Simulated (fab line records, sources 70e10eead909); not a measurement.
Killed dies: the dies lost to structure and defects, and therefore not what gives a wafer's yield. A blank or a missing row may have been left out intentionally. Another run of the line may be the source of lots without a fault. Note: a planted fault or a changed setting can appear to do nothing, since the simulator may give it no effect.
fab line records	flow nand_harc
[record] lots = 6	wafers = 18	last_day = 32
route steps=1302 shown A_DECK1_JOINT@541 A_ONON_D2@545 END@1302
lots untouched by any fault: they come from a run of this same line in which no faults occurred
start_h: hours from the record's opening day to when the first of the lot's shown wafers began	wait_h: hours since the lot's step before	" as in the row above	L1.1+2: a single row standing in for several wafers	- no value, or no start given	* or withheld: withheld	< > ~ a bound
route shown NAME@n: names a module that has steps shown in the file, with the first one's number in the route	usual: mean/standard deviation of fault-free wafers	same: alike in all rows	chamber/n: place in a boat	sites: readings site by site	_std_site: standard deviation across them	_edge_site: outer sites' mean less inner sites'	radius_mm: how far each site lies from the wafer's centre	mask NAME#n: copy n	behind: the tool/chamber that last shaped the wafer	hold: cause of the lot's hold/its duration in hours/its outcome	device: which transistor (n, p or np) failed to switch	end of line: the route-end tests of the same wafers	step lacking rows: just its recipe	killed: dies that structure and defects cost at the first sort, which is not the same as the wafer's yield	map: the dies of a wafer, with x for killed, . for not killed, _ for no die there
set.NAME: the setting as run; set.NAME@STEP: as run at that earlier step	model.NAME: the simulator's own value behind a step, which no gauge read
a table for each step, a row for each wafer; lots at some steps of the route
services: a tool's chamber out of use, with start hour (start_h, from the record's first day; less than 0 if before it), hours out, and reason
[[steps]]
[step NHARC_A_DECK1_JOINT_SRD_15]
[step NHARC_A_DECK1_JOINT_DEP_16]
[recipe] target_thk_a = 450	temp_c = 400	pressure_torr = 6.5	rf_w = 900	teos_flow_sccm = 161.4	flow_sccm = 2650	target_thk_nm = 45	gas = O2	material = SiO2
[usual] heater_power_w = 563/100	rf_fwd_power_W = 896/3.1	throttle_valve_pct = 16.0/0.69
lot.wafer	tool	chamber	start_h	wait_h	heater_power_w	rf_fwd_power_W	throttle_valve_pct
L406.2	pecvd-04	1	292.34	0.1	600	898	15.6
L406.1	"	2	"	"	481	896	15.9
L406.6	"	0	"	"	724	896	15.4
L408.1	pecvd-02	1	318.40	0.1	540	899	16.0
L408.5	"	0	"	"	478	895	16.5
L408.6	"	1	"	"	548	895	16.0
L413.3	pecvd-02	0	359.88	0.1	571	897	16.5
L413.4	"	1	"	"	554	898	16.0
L413.5	"	0	"	"	568	895	16.7
L415.2	pecvd-02	1	384.20	0.1	643	901	16.1
L415.3	"	2	"	"	503	895	17.3
L415.5	"	1	"	"	642	897	16.0
L421.1	pecvd-03	1	435.02	0.1	374	896	14.8
L421.3	"	2	"	"	557	896	16.6
L421.5	"	1	"	"	372	900	14.4
L424.3	pecvd-03	1	469.94	0.1	454	900	15.1
L424.4	"	2	"	"	623	892	16.6
L424.6	"	0	"	"	552	896	16.2
[step NHARC_A_DECK1_JOINT_THK_MEAS_17]
[recipe] thk_meas_gauge = ellipsometry
[usual] thk_nm = 45.2/1.3
lot.wafer	tool	chamber	start_h	wait_h	thk_nm
L406.1	film_metro-01	-	292.59	0.2	46.6
L406.2	"	-	"	"	46.1
L406.6	"	-	"	"	45.7
L408.1	film_metro-01	-	318.72	0.3	46.2
L408.5	"	-	"	"	46.9
L408.6	"	-	"	"	46.2
L413.3	film_metro-02	-	360.10	0.2	43.1
L413.4	"	-	"	"	45.8
L413.5	"	-	"	"	43.8
L415.2	film_metro-01	-	384.48	0.3	45.4
L415.3	"	-	"	"	47.0
L415.5	"	-	"	"	45.8
L421.1	film_metro-02	-	435.30	0.3	43.6
L421.3	"	-	"	"	43.9
L421.5	"	-	"	"	46.5
L424.3	film_metro-01	-	470.16	0.2	42.4
L424.4	"	-	"	"	44.2
L424.6	"	-	"	"	44.6
[step NHARC_A_DECK1_JOINT_INSPECT_05]
[usual] raw_defect_count = 294/96
lot.wafer	tool	chamber	start_h	wait_h	raw_defect_count
L406.1	defect_inspect-02	-	292.63	0.0	176
L406.2	"	-	"	"	215
L406.6	"	-	"	"	272
L408.1	defect_inspect-01	-	318.75	0.0	276
L408.5	"	-	"	"	326
L408.6	"	-	"	"	307
L413.3	defect_inspect-02	-	360.14	0.0	256
L413.4	"	-	"	"	437
L413.5	"	-	"	"	312
L415.2	defect_inspect-02	-	384.52	0.0	198
L415.3	"	-	"	"	139
L415.5	"	-	"	"	267
L421.1	defect_inspect-02	-	435.33	0.0	412
L421.3	"	-	"	"	227
L421.5	"	-	"	"	197
L424.3	defect_inspect-02	-	470.20	0.0	262
L424.4	"	-	"	"	200
L424.6	"	-	"	"	169
[step NHARC_A_ONON_D2_DEP_00]
[recipe] target_thk_a = 10000	n2_flow_sccm = 2750	n2o_flow_sccm = 2000	nh3_flow_sccm = 500	sih4_flow_sccm = 210	temp_c = 400
[step NHARC_A_ONON_D2_THK_MEAS_02]
[recipe] thk_meas_gauge = ellipsometry
[usual] thk_nm = 1002/8.8
lot.wafer	tool	chamber	start_h	wait_h	thk_nm
L406.1	film_metro-02	-	293.38	-	999
L406.2	"	-	"	"	1000
L406.6	"	-	"	"	1000
L408.1	film_metro-01	-	319.33	-	1009
L408.5	"	-	"	"	1008
L408.6	"	-	"	"	1009
L413.3	film_metro-02	-	360.72	-	989
L413.4	"	-	"	"	990
L413.5	"	-	"	"	989
L415.2	film_metro-01	-	385.09	-	995
L415.3	"	-	"	"	993
L415.5	"	-	"	"	995
L421.1	film_metro-02	-	435.92	-	1010
L421.3	"	-	"	"	1010
L421.5	"	-	"	"	1010
L424.3	film_metro-02	-	470.77	-	987
L424.4	"	-	"	"	987
L424.6	"	-	"	"	987
[step NHARC_A_ONON_D2_DEP_03]
[recipe] target_thk_a = 10000	n2_flow_sccm = 2750	n2o_flow_sccm = 2000	nh3_flow_sccm = 500	sih4_flow_sccm = 210	temp_c = 400
[step NHARC_A_ONON_D2_THK_MEAS_05]
[recipe] thk_meas_gauge = ellipsometry
[usual] thk_nm = 1004/11
lot.wafer	tool	chamber	start_h	wait_h	thk_nm
L406.1	film_metro-02	-	293.94	-	1000
L406.2	"	-	"	"	999
L406.6	"	-	"	"	999
L408.1	film_metro-01	-	319.89	-	1011
L408.5	"	-	"	"	1013
L408.6	"	-	"	"	1011
L413.3	film_metro-01	-	361.29	-	1006
L413.4	"	-	"	"	1007
L413.5	"	-	"	"	1007
L415.2	film_metro-01	-	385.66	-	998
L415.3	"	-	"	"	997
L415.5	"	-	"	"	997
L421.1	film_metro-02	-	436.48	-	1007
L421.3	"	-	"	"	1007
L421.5	"	-	"	"	1006
L424.3	film_metro-02	-	471.34	-	1003
L424.4	"	-	"	"	1003
L424.6	"	-	"	"	1002
[step NHARC_A_ONON_D2_DEP_06]
[recipe] target_thk_a = 10000	n2_flow_sccm = 2750	n2o_flow_sccm = 2000	nh3_flow_sccm = 500	sih4_flow_sccm = 210	temp_c = 400
[step NHARC_A_ONON_D2_THK_MEAS_08]
[recipe] thk_meas_gauge = ellipsometry
[usual] thk_nm = 997/12
lot.wafer	tool	chamber	start_h	wait_h	thk_nm
L406.1	film_metro-02	-	294.52	-	1001
L406.2	"	-	"	"	1002
L406.6	"	-	"	"	1004
L408.1	film_metro-01	-	320.46	-	996
L408.5	"	-	"	"	995
L408.6	"	-	"	"	995
L413.3	film_metro-01	-	361.87	-	998
L413.4	"	-	"	"	997
L413.5	"	-	"	"	997
L415.2	film_metro-01	-	386.23	-	981
L415.3	"	-	"	"	983
L415.5	"	-	"	"	983
L421.1	film_metro-02	-	437.05	-	989
L421.3	"	-	"	"	991
L421.5	"	-	"	"	992
L424.3	film_metro-01	-	471.91	-	990
L424.4	"	-	"	"	992
L424.6	"	-	"	"	991
[step NHARC_A_ONON_D2_DEP_09]
[recipe] target_thk_a = 10000	n2_flow_sccm = 2750	n2o_flow_sccm = 2000	nh3_flow_sccm = 500	sih4_flow_sccm = 210	temp_c = 400
[step NHARC_A_ONON_D2_THK_MEAS_11]
[recipe] thk_meas_gauge = ellipsometry
[usual] thk_nm = 1002/7.8
lot.wafer	tool	chamber	start_h	wait_h	thk_nm
L406.1	film_metro-01	-	295.08	-	1004
L406.2	"	-	"	"	1002
L406.6	"	-	"	"	1004
L408.1	film_metro-01	-	321.02	-	1007
L408.5	"	-	"	"	1008
L408.6	"	-	"	"	1008
L413.3	film_metro-01	-	362.43	-	1004
L413.4	"	-	"	"	1003
L413.5	"	-	"	"	1003
L415.2	film_metro-01	-	386.80	-	1004
L415.3	"	-	"	"	1003
L415.5	"	-	"	"	1005
L421.1	film_metro-02	-	437.61	-	1009
L421.3	"	-	"	"	1008
L421.5	"	-	"	"	1010
L424.3	film_metro-02	-	472.48	-	1006
L424.4	"	-	"	"	1006
L424.6	"	-	"	"	1006
[step NHARC_A_ONON_D2_DEP_12]
[recipe] target_thk_a = 10000	n2_flow_sccm = 2750	n2o_flow_sccm = 2000	nh3_flow_sccm = 500	sih4_flow_sccm = 210	temp_c = 400
[usual] n2_flow_sccm = 2749/8.7	sih4_flow_sccm = 210.0/0.61
lot.wafer	tool	chamber	start_h	wait_h	n2_flow_sccm	sih4_flow_sccm
L406.1	pecvd_onon-04	0	295.14	0.1	2767	210.1
L406.2	"	0	"	"	2759	210.7
L406.6	"	0	"	"	2769	209.8
L408.1	pecvd_onon-01	0	321.08	0.1	2750	210.6
L408.5	"	0	"	"	2745	209.2
L408.6	"	0	"	"	2740	209.7
L413.3	pecvd_onon-01	0	362.61	0.2	2739	210.0
L413.4	"	0	"	"	2739	209.8
L413.5	"	0	"	"	2736	211.0
L415.2	pecvd_onon-01	0	386.92	0.1	2760	210.1
L415.3	"	0	"	"	2748	209.6
L415.5	"	0	"	"	2769	210.1
L421.1	pecvd_onon-04	0	437.67	0.1	2748	209.6
L421.3	"	0	"	"	2737	211.1
L421.5	"	0	"	"	2745	210.7
L424.3	pecvd_onon-01	0	472.64	0.2	2750	209.9
L424.4	"	0	"	"	2751	209.0
L424.6	"	0	"	"	2744	210.5
[step NHARC_A_ONON_D2_THK_MEAS_14]
[recipe] thk_meas_gauge = ellipsometry
[usual] thk_nm = 998/9.6
lot.wafer	tool	chamber	start_h	wait_h	thk_nm
L406.1	film_metro-02	-	295.67	-	997
L406.2	"	-	"	"	998
L406.6	"	-	"	"	996
L408.1	film_metro-02	-	321.59	-	980
L408.5	"	-	"	"	980
L408.6	"	-	"	"	980
L413.3	film_metro-02	-	363.00	-	686
L413.4	"	-	"	"	686
L413.5	"	-	"	"	685
L415.2	film_metro-01	-	387.37	-	665
L415.3	"	-	"	"	664
L415.5	"	-	"	"	664
L421.1	film_metro-02	-	438.17	-	991
L421.3	"	-	"	"	991
L421.5	"	-	"	"	992
L424.3	film_metro-01	-	473.03	-	1017
L424.4	"	-	"	"	1017
L424.6	"	-	"	"	1015
[step NHARC_A_ONON_D2_ANNEAL_15]
[recipe] temp_c = 750	time_s = 3600
[step NHARC_END_SORT_01]
[recipe] temp_c = 25
[usual] killed_at_array = 52/16	killed_at_other = 0.8/0.98	killed_at_periphery = 4.2/2.9	killed_dies = 57/16	killed_open = 3.3/1.9	killed_short = 2.5/1.5
[same] gross_dies = 677
lot.wafer	tool	chamber	start_h	wait_h	killed_at_array	killed_at_other	killed_at_periphery	killed_dies	killed_open	killed_short
L413.3	prober-02	0	641.67	3.1	676	1	0	677	3	3
L413.4	prober-02	0	642.47	3.4	673	3	1	677	2	1
L413.5	prober-02	0	643.26	3.7	673	2	2	677	3	3
L415.2	prober-02	0	671.90	2.8	669	0	8	677	7	5
L415.3	prober-02	0	672.70	3.1	671	1	5	677	4	2
L415.5	prober-02	0	674.29	3.7	668	1	8	677	5	3
// killed by level:class
L413.3 A_ONON_D2:area_dep=622 A_CHANNEL_HOLE_D1:chamber_film_flake=32 A_CHANNEL_HOLE_D2:chamber_film_flake=9 A_STAIRCASE:chamber_film_flake=4 A_CHANNEL_FILL_D1:chamber_film_flake=2 A_WL_FILL:chamber_film_flake=2 A_CHANNEL_HOLE_D1:geometric_particle:short=1 A_CHANNEL_FILL_D1:geometric_particle:open=1
L413.4 A_ONON_D2:area_dep=614 A_CHANNEL_HOLE_D2:chamber_film_flake=24 A_CHANNEL_HOLE_D1:chamber_film_flake=23 A_STAIRCASE:chamber_film_flake=4 THIN_TSV:chamber_film_flake=3 A_WL_FILL:chamber_film_flake=2 A_CHANNEL_FILL_D1:geometric_particle:short=1 A_ONON_D2:geometric_particle:open=1
L413.5 A_ONON_D2:area_dep=621 A_CHANNEL_HOLE_D1:chamber_film_flake=28 A_CHANNEL_HOLE_D2:chamber_film_flake=13 A_STAIRCASE:chamber_film_flake=3 A_ONON_D1:geometric_particle:open=2 A_WL_FILL:geometric_particle:short=2 A_ZERO_WELL:chamber_film_flake=2 THIN_TSV:chamber_film_flake=2
L415.2 A_ONON_D2:area_dep=614 A_SLIT:chamber_film_flake=19 A_CHANNEL_HOLE_D2:chamber_film_flake=17 P_STI:chamber_film_flake=4 A_CHANNEL_HOLE_D1:chamber_film_flake=3 A_ONON_D2:geometric_particle:short=2 A_M0:geometric_particle:open=2 A_WL_FILL:chamber_film_flake=2
L415.3 A_ONON_D2:area_dep=606 A_SLIT:chamber_film_flake=33 A_CHANNEL_HOLE_D2:chamber_film_flake=10 A_CHANNEL_HOLE_D1:chamber_film_flake=7 A_CHANNEL_FILL_D1:chamber_film_flake=5 P_STI:chamber_film_flake=3 A_M0:geometric_particle:open=2 A_STAIRCASE:chamber_film_flake=2
L415.5 A_ONON_D2:area_dep=631 A_SLIT:chamber_film_flake=19 A_CHANNEL_HOLE_D2:chamber_film_flake=7 A_CHANNEL_HOLE_D1:chamber_film_flake=3 P_GATE:geometric_particle:open=2 P_CONTACT:geometric_particle:open=2 A_CHANNEL_FILL_D2:geometric_particle:short=2 P_STI:chamber_film_flake=2
// map L413.3 (x killed, . not)
____________x____________
_________xxxxxxx_________
_______xxxxxxxxxxx_______
______xxxxxxxxxxxxx______
_____xxxxxxxxxxxxxxx_____
____xxxxxxxxxxxxxxxxx____
____xxxxxxxxxxxxxxxxx____
___xxxxxxxxxxxxxxxxxxx___
___xxxxxxxxxxxxxxxxxxx___
__xxxxxxxxxxxxxxxxxxxxx__
__xxxxxxxxxxxxxxxxxxxxx__
_xxxxxxxxxxxxxxxxxxxxxxx_
_xxxxxxxxxxxxxxxxxxxxxxx_
_xxxxxxxxxxxxxxxxxxxxxxx_
_xxxxxxxxxxxxxxxxxxxxxxx_
_xxxxxxxxxxxxxxxxxxxxxxx_
xxxxxxxxxxxxxxxxxxxxxxxxx
xxxxxxxxxxxxxxxxxxxxxxxxx
xxxxxxxxxxxxxxxxxxxxxxxxx
xxxxxxxxxxxxxxxxxxxxxxxxx
xxxxxxxxxxxxxxxxxxxxxxxxx
_xxxxxxxxxxxxxxxxxxxxxxx_
_xxxxxxxxxxxxxxxxxxxxxxx_
_xxxxxxxxxxxxxxxxxxxxxxx_
_xxxxxxxxxxxxxxxxxxxxxxx_
_xxxxxxxxxxxxxxxxxxxxxxx_
__xxxxxxxxxxxxxxxxxxxxx__
__xxxxxxxxxxxxxxxxxxxxx__
___xxxxxxxxxxxxxxxxxxx___
___xxxxxxxxxxxxxxxxxxx___
____xxxxxxxxxxxxxxxxx____
____xxxxxxxxxxxxxxxxx____
_____xxxxxxxxxxxxxxx_____
______xxxxxxxxxxxxx______
_______xxxxxxxxxxx_______
_________xxxxxxx_________
____________x____________
// map L415.2 (x killed, . not)
____________x____________
_________xxxxxxx_________
_______xxxxxxxxxxx_______
______xxxxxxxxxxxxx______
_____xxxxxxxxxxxxxxx_____
____xxxxxxxxxxxxxxxxx____
____xxxxxxxxxxxxxxxxx____
___xxxxxxxxxxxxxxxxxxx___
___xxxxxxxxxxxxxxxxxxx___
__xxxxxxxxxxxxxxxxxxxxx__
__xxxxxxxxxxxxxxxxxxxxx__
_xxxxxxxxxxxxxxxxxxxxxxx_
_xxxxxxxxxxxxxxxxxxxxxxx_
_xxxxxxxxxxxxxxxxxxxxxxx_
_xxxxxxxxxxxxxxxxxxxxxxx_
_xxxxxxxxxxxxxxxxxxxxxxx_
xxxxxxxxxxxxxxxxxxxxxxxxx
xxxxxxxxxxxxxxxxxxxxxxxxx
xxxxxxxxxxxxxxxxxxxxxxxxx
xxxxxxxxxxxxxxxxxxxxxxxxx
xxxxxxxxxxxxxxxxxxxxxxxxx
_xxxxxxxxxxxxxxxxxxxxxxx_
_xxxxxxxxxxxxxxxxxxxxxxx_
_xxxxxxxxxxxxxxxxxxxxxxx_
_xxxxxxxxxxxxxxxxxxxxxxx_
_xxxxxxxxxxxxxxxxxxxxxxx_
__xxxxxxxxxxxxxxxxxxxxx__
__xxxxxxxxxxxxxxxxxxxxx__
___xxxxxxxxxxxxxxxxxxx___
___xxxxxxxxxxxxxxxxxxx___
____xxxxxxxxxxxxxxxxx____
____xxxxxxxxxxxxxxxxx____
_____xxxxxxxxxxxxxxx_____
______xxxxxxxxxxxxx______
_______xxxxxxxxxxx_______
_________xxxxxxx_________
____________x____________
[[services]]
tool	chamber	start_h	hours	kind
pecvd-04	-	269.00	13.0	pm
pecvd_onon-01	-	269.04	13.0	pm
pecvd-02	2	307.23	16.9	repair
pecvd-04	0	308.56	4.1	repair
pecvd_onon-04	-	311.32	13.0	pm
pecvd-04	-	332.02	0.9	repair
pecvd-03	-	351.50	1.8	repair
pecvd-02	-	352.64	0.5	repair
pecvd-03	-	365.09	3.3	repair
pecvd-03	-	368.41	13.0	pm
pecvd-03	0	368.41	13.0	vent_cycle
pecvd-03	1	368.41	13.0	vent_cycle
pecvd-02	-	408.03	13.0	pm
pecvd-02	0	408.03	13.0	vent_cycle
pecvd-02	1	408.03	13.0	vent_cycle
pecvd-02	2	408.03	13.0	vent_cycle
pecvd-03	-	408.28	0.5	repair
pecvd-03	-	413.78	0.8	repair
pecvd-02	0	421.03	-	clean
pecvd-02	1	421.03	-	clean
pecvd-02	2	421.03	-	clean
pecvd-02	-	430.37	0.3	repair
pecvd-04	-	450.00	13.0	pm
pecvd_onon-01	-	450.04	13.0	pm
[[key]]
[first_sign] step = NHARC_A_ONON_D2_THK_MEAS_14	reading = thk_nm	direction = down	sigmas = 34	usual = 998	struck = 675
[effect] step = NHARC_END_SORT_01	reading = killed_at_array	direction = up	sigmas = 39	usual = 52	struck = 672
[more_kills_born_at] NHARC_A_ONON_D2_DEP_12@pecvd_onon-01 = 3708
met_at NHARC_A_ONON_D2_DEP_12
struck_wafers L413.3,L413.4,L413.5,L415.2,L415.3,L415.5
later_rows_left_out L413.3,L413.4,L413.5,L415.2,L415.3,L415.5
tester_left_out L413,L415
onset_between 321.08 362.61
also_fits NHARC_A_DECK1_JOINT_DEP_16:pecvd-02
[fault] kind = process_parameter_drift	tool = pecvd_onon-01	chamber = 0	onset_h = 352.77	steps = NHARC_A_ONON_D2_DEP_12	channel = target_thk_a	offset = *	shape = step	end_h = 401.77	acts_in = *	stated = *
// tester_left_out: of these lots the tester's yield and bins aren't shown, on N5 and GAA mostly nor the transistor test; their killed dies are dies lost to structure and defects alone, not to doping, threshold or leakage, so they don't give the yield
// later_rows_left_out: the simulator's readings of these wafers behind a module that went badly wrong aren't trusted and aren't shown, but for the sort
